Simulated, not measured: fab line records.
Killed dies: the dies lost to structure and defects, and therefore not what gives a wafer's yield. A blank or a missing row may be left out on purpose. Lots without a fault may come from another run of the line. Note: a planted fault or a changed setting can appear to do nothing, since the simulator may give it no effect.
Chamber matching + flow nand-harc + 4 sister chambers for NHARC_P_M2_ETCH_35 on rie-diel-03
The step etches the open film in N2/H2, target depth 40 nm, overetch 12 nm, time 43.94 s. 4 wafers are shown with their chamber, then 12 later ones without.

## WAFERS, EACH WITH ITS CHAMBER
| wafer  | chamber | showerhead-plenum-p-Torr (Torr) |
|--------|---------|---------------------------------|
| L087.3 | 3       | 2.07                            |
| L094.1 | 2       | 1.91                            |
| L094.4 | 0       | 2.03                            |
| L094.6 | 1       | 2.16                            |

## WAFERS WHOSE CHAMBER IS MISSING
| wafer  | showerhead-plenum-p-Torr (Torr) |
|--------|---------------------------------|
| L093.4 | 2.07                            |
| L093.5 | 1.91                            |
| L093.6 | 2.16                            |
| L095.1 | 1.91                            |
| L095.2 | 2.07                            |
| L095.4 | 2.16                            |
| L096.3 | 2.04                            |
| L096.5 | 2.06                            |
| L096.6 | 1.91                            |
| L097.1 | 1.91                            |
| L097.2 | 2.06                            |
| L097.6 | 1.91                            |

## WHICH CHAMBER EACH ONE RAN IN
| wafer  | from the rows above | in truth |
|--------|---------------------|----------|
| L093.4 | 3                   | 3        |
| L093.5 | 2                   | 2        |
| L093.6 | 1                   | 1        |
| L095.1 | 2                   | 2        |
| L095.2 | 3                   | 3        |
| L095.4 | 1                   | 1        |
| L096.3 | 0                   | 0        |
| L096.5 | 3                   | 3        |
| L096.6 | 2                   | 2        |
| L097.1 | 2                   | 2        |
| L097.2 | 3                   | 3        |
| L097.6 | 2                   | 2        |
12 of 12 placed correctly. Number that these rows cannot place: 0. 0 placed wrongly.
How it was worked out, from the rows above alone: a wafer's distance from a chamber is the root of the sum, over the readings, of the square of ((its reading less the chamber's mean) divided by the reading's scatter). If the next closest chamber is less than 2 further off than the closest, the wafer can't be placed; otherwise it belongs to the closest. Each chamber's mean is taken over the wafers shown for it. The scatter: with one shown wafer a chamber, the root of the mean of the squares of how far each hidden wafer lies from its nearest shown one.
